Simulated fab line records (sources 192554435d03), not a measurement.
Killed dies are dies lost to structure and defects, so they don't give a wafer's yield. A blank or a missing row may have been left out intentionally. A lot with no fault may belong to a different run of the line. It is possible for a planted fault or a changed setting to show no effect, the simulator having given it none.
Comparing a struck lot with a sound one || flow n5_finfet || 36 out of 1938 route steps
Sound: these wafers, L295.1, L295.3, L295.5. Struck: wafer L310.5 (left out: L310.2, L310.6 of the same lot, which were not struck); the cause appears at the end.
Order at every step that has rows: each side's tool, ch and its chambers, its first start. Under that, the readings that differ: sound wafers || struck wafers || difference of the means || sigmas: that difference in standard deviations of wafers without a fault.
alike: readings with means less than 2 such deviations apart, plus words and numbers identical on both sides. not compared: withheld readings, readings lacking a value on some wafer, bounds such as >300 that could conceal the same value, and numbers that have no deviation in the record and whose values overlap.
The two part at a step that has a row with sigmas, a row that says differs or no value, or rows on one side only. Non-overlapping numbers with no deviation appear without sigmas and do not part them. A reading missing from all wafers of one side parts the sides only when that side holds two or more wafers.

first, 9 steps without rows for these wafers: N5_BEOL_M5_ANNEAL_89 (time 1800 s); N5_BEOL_M5_SPUTTER_90 (material Cu, target thk 4.5 nm, time 8.29 s); N5_BEOL_M5_ECD_50 (material Cu, target thk 300 nm); N5_BEOL_M5_ANNEAL_51 (time 90 s); N5_BEOL_M5_CMP_52 (polishes, stops on SiCOH lowk, t overpolish 6.9 s, target thk 62 nm); N5_BEOL_M5_PRE_CLEAN_77 (time 15 s); N5_BEOL_M5_CO_CAP_78 (material Co, precursor CCTBA/H2, target thk 2 nm, time 102.1 s); N5_BEOL_M5_PRE_CLEAN_55 (time 15 s); N5_BEOL_M5_DEP_56 (deposits SiCN from 3MS/NH3, target thk 8 nm, time 14 s).
N5_BEOL_M6_ILD_DEP_00: deposits SiCOH lowk from DEMS/porogen, target thk 179.75 nm, time 33.4 s.
  sound on pecvd-03 ch 0,1, day 10 06:15; struck on pecvd-03 ch 1, day 13 23:11
{"reading": "model.SiCOH_lowk_of_BEOL_M6_ILD_DEP_00.thk_nm (nm)", "sound": "176.4 180.4 180.2", "struck": 183.6, "difference": "+4.6", "sigmas": ""}
  alike: heater_power_w, showerhead_plenum_p_Torr, throttle_valve_pct
then, 24 steps without rows for these wafers: N5_BEOL_M6_CURE_74 (cures SiCOH lowk, time 240 s); N5_BEOL_M6_PECVD_70 (deposits SiO2 from TEOS/O2, target thk 20 nm, time 22.7 s); N5_BEOL_M6_HM_DEP_02 (deposits TiN, target thk 20 nm); N5_BEOL_M6_COAT_59 (time 60 s, resist thk 100 nm); N5_BEOL_M6_COAT_60 (time 60 s, resist thk 35 nm); N5_BEOL_M6_COAT_05 (resist thk 90 nm); N5_BEOL_M6_EBR_07; N5_BEOL_M6_SOFTBAKE_06 (time 60 s); N5_BEOL_M6_EXPOSE_08 (exposes mask M6); N5_BEOL_M6_PEB_09 (peb time 60 s); N5_BEOL_M6_DEVELOP_10 (develop time 30 s); N5_BEOL_M6_DESCUM_16 (chemistry O2, time 7.9 s); N5_BEOL_M6_ETCH_61 (etches SiARC in CF4, target depth 45.5 nm, time 75.8 s); N5_BEOL_M6_ETCH_62 (etches SOC in N2/H2, target depth 110 nm, overetch 22 nm, time 165 s); N5_BEOL_M6_STRIP_68 (strips in N2/H2); N5_BEOL_M6_STRIP_67 (strips in CF4); N5_BEOL_M6_HM_OPEN_17 (chemistry Cl2/BCl3, target TiN, target depth 20 nm, overetch 6 nm); N5_BEOL_M6_STRIP_19 (strips in O2); N5_BEOL_M6_COAT_63 (time 60 s, resist thk 60 nm); N5_BEOL_M6_COAT_64 (time 60 s, resist thk 12 nm); N5_BEOL_M6_COAT_71 (time 60 s, resist thk 5 nm); N5_BEOL_M6_COAT_22 (resist thk 30 nm); N5_BEOL_M6_EBR_24; N5_BEOL_M6_SOFTBAKE_23 (time 60 s).
N5_BEOL_M6_CMP_52: polishes, stops on SiCOH lowk, t overpolish 6.9 s, target thk 80 nm.
  sound on cmp-01 ch 1,3, day 10 13:40; struck on cmp-04 ch 3, day 14 07:44
{"reading": "model.SiCOH_lowk_of_BEOL_M6_ILD_DEP_00.thk_nm (nm)", "sound": "149.2 152.6 152.4", "struck": 155.4, "difference": "+4.0", "sigmas": ""}
  alike: barrier_field_endpoint_s, motor_current_A, overpolish_run_s, time_to_endpoint_s
N5_PASSIVATION_PROBE_49:
  the record has rows for the sound wafers here (prober-01, day 14 02:54) and none for the struck ones

WHERE THEY PART
Only at N5_PASSIVATION_PROBE_49, within this record.

WHY: whatever the simulator had introduced
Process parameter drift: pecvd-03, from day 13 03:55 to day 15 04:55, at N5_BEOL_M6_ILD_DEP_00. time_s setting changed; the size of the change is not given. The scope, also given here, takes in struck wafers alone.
